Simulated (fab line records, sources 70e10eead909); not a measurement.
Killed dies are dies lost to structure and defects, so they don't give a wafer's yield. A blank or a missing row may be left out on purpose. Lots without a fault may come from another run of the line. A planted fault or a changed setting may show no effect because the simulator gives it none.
Chamber matching | flow nand_harc | NHARC_A_CONTACT_DESCUM_74 on rie_diel-06: 4 sister chambers
The step chemistry O2, time 3 s. 27 wafers are shown with their chamber, then 12 later ones without.

WAFERS WITH THEIR CHAMBER
wafer  | chamber | showerhead_plenum_p_Torr (Torr) | drypump_motor_current_A (A) | oes_product_au (a.u.)
L074.2 | 2       | 1.81                            | 6.0                         | 0.987
L074.3 | 0       | 2.07                            | 4.9                         | 1.001
L074.6 | 3       | 1.81                            | 5.6                         | 0.976
L077.1 | 3       | 1.80                            | 5.6                         | 1.003
L077.5 | 0       | 2.07                            | 4.9                         | 0.984
L077.6 | 3       | 1.80                            | 5.6                         | 0.992
L079.2 | 1       | 1.87                            | 5.3                         | 0.977
L079.3 | 2       | 1.80                            | 6.0                         | 0.990
L079.6 | 3       | 1.80                            | 5.6                         | 0.993
L080.1 | 3       | 1.80                            | 5.6                         | 0.999
L080.2 | 0       | 2.06                            | 5.0                         | 0.999
L080.6 | 2       | 1.80                            | 6.0                         | 1.004
L081.1 | 1       | 1.86                            | 5.3                         | 0.979
L081.3 | 0       | 2.06                            | 4.9                         | 0.991
L081.5 | 3       | 1.80                            | 5.6                         | 0.992
L084.1 | 3       | 1.80                            | 5.6                         | 0.998
L084.2 | 1       | 1.86                            | 5.3                         | 0.980
L084.6 | 3       | 1.80                            | 5.7                         | 1.000
L085.1 | 2       | 1.80                            | 6.0                         | 1.001
L085.2 | 3       | 1.80                            | 5.6                         | 0.999
L085.3 | 0       | 2.06                            | 4.9                         | 0.994
L088.1 | 2       | 1.80                            | 6.0                         | 0.988
L088.5 | 1       | 1.86                            | 5.3                         | 0.987
L088.6 | 0       | 2.06                            | 5.0                         | 0.984
L089.1 | 0       | 2.06                            | 5.0                         | 1.002
L089.2 | 1       | 1.86                            | 5.3                         | 0.989
L089.4 | 3       | 1.80                            | 5.6                         | 1.002

SIGNATURES (means of the wafers above)
reading                  | chamber 0 | chamber 1 | chamber 2 | chamber 3 | scatter within a chamber
showerhead_plenum_p_Torr | 2.0629    | 1.8620    | 1.8020    | 1.8010    | 0.00413
drypump_motor_current_A  | 4.943     | 5.300     | 6.000     | 5.610     | 0.0337
oes_product_au           | 0.99357   | 0.98240   | 0.99400   | 0.99540   | 0.00742
Rule: a wafer's distance from a chamber is the root of the sum, over the readings, of the square of ((its reading less the chamber's mean) divided by the reading's scatter). The wafer belongs to the nearest chamber; if the next one is less than 2 further off, it can't be placed. The scatter: the root of (the sum of the squares of (reading less its chamber's mean) over the shown wafers, divided by (wafers less chambers)).

WAFERS WITHOUT THEIR CHAMBER
wafer  | showerhead_plenum_p_Torr (Torr) | drypump_motor_current_A (A) | oes_product_au (a.u.)
L092.1 | 2.06                            | 4.9                         | 1.008
L092.3 | 1.80                            | 6.0                         | 1.003
L092.4 | 1.80                            | 5.6                         | 1.008
L094.1 | 1.80                            | 6.0                         | 1.009
L094.4 | 2.06                            | 4.9                         | 1.003
L094.5 | 1.86                            | 5.3                         | 0.995
L095.1 | 1.86                            | 5.3                         | 0.985
L095.4 | 1.80                            | 6.0                         | 1.001
L095.5 | 1.80                            | 6.0                         | 1.016
L096.2 | 1.79                            | 5.6                         | 1.002
L096.3 | 1.80                            | 6.0                         | 1.004
L096.6 | 1.80                            | 5.6                         | 1.012

WHICH CHAMBER EACH WENT THROUGH
wafer  | from the rows above | in truth
L092.1 | 0                   | 0
L092.3 | 2                   | 2
L092.4 | 3                   | 3
L094.1 | 2                   | 2
L094.4 | 0                   | 0
L094.5 | 1                   | 1
L095.1 | 1                   | 1
L095.4 | 2                   | 2
L095.5 | 2                   | 2
L096.2 | 3                   | 3
L096.3 | 2                   | 2
L096.6 | 3                   | 3
Placed correctly: 12 of 12. Can't be placed from these rows: 0. Placed wrongly: 0.
